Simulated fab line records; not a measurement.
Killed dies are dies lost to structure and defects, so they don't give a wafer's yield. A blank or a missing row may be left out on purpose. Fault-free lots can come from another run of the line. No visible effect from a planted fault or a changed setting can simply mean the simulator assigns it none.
Which tool was responsible? || flow n5_finfet || 27 wafers sampled from 9 lots at 1 step of a route of 1938

WHAT THE GAUGES READ, wafer by wafer
N5_SPACER0_INSPECT_04: inspects for defects (darkfield).
{"lot": "L604", "measured": "day 5 00:40", "on": "defect_inspect-02", "raw_defect_count": "181 179 151"}
{"lot": "L605", "measured": "day 5 06:21", "on": "defect_inspect-02", "raw_defect_count": "128 189 118"}
{"lot": "L607", "measured": "day 5 21:47", "on": "defect_inspect-02", "raw_defect_count": "159 164 112"}
{"lot": "L608", "measured": "day 6 09:40", "on": "defect_inspect-01", "raw_defect_count": "134 146 131"}
{"lot": "L610", "measured": "day 6 13:56", "on": "defect_inspect-02", "raw_defect_count": "137 128 157"}
{"lot": "L612", "measured": "day 6 23:27", "on": "defect_inspect-01", "raw_defect_count": "90 136 105"}
{"lot": "L617", "measured": "day 8 07:04", "on": "defect_inspect-01", "raw_defect_count": "123 145 127"}
{"lot": "L618", "measured": "day 8 12:13", "on": "defect_inspect-01", "raw_defect_count": "122 155 131"}
{"lot": "L619", "measured": "day 8 20:22", "on": "defect_inspect-01", "raw_defect_count": "163 120 94"}

EACH LOT AND THE TOOL THAT RAN IT (in order: tool; ch and the chambers of the sampled wafers; start)
There is no process step in the record ahead of these readings.

THE ANSWER, worked out from the rows above alone
Rule: what is usual is taken from the lots themselves. The widest of any qualifying gaps counts: lots, ordered by their means at a reading, are off when they make up no more than a third of the lots, leave a main group of 4 or more, and stand apart from it by 3 or more times the standard deviation of that group's means. Not used: any main group whose means are identical at the precision the tables above print for the reading. Also off: a lot with no number at a reading for which 4 or more lots have one. All remaining lots with rows at the step are treated as sound.
Across all readings shown, no lot is off: no conclusion can be drawn from this.

WHAT THE SIMULATOR HAD PUT IN
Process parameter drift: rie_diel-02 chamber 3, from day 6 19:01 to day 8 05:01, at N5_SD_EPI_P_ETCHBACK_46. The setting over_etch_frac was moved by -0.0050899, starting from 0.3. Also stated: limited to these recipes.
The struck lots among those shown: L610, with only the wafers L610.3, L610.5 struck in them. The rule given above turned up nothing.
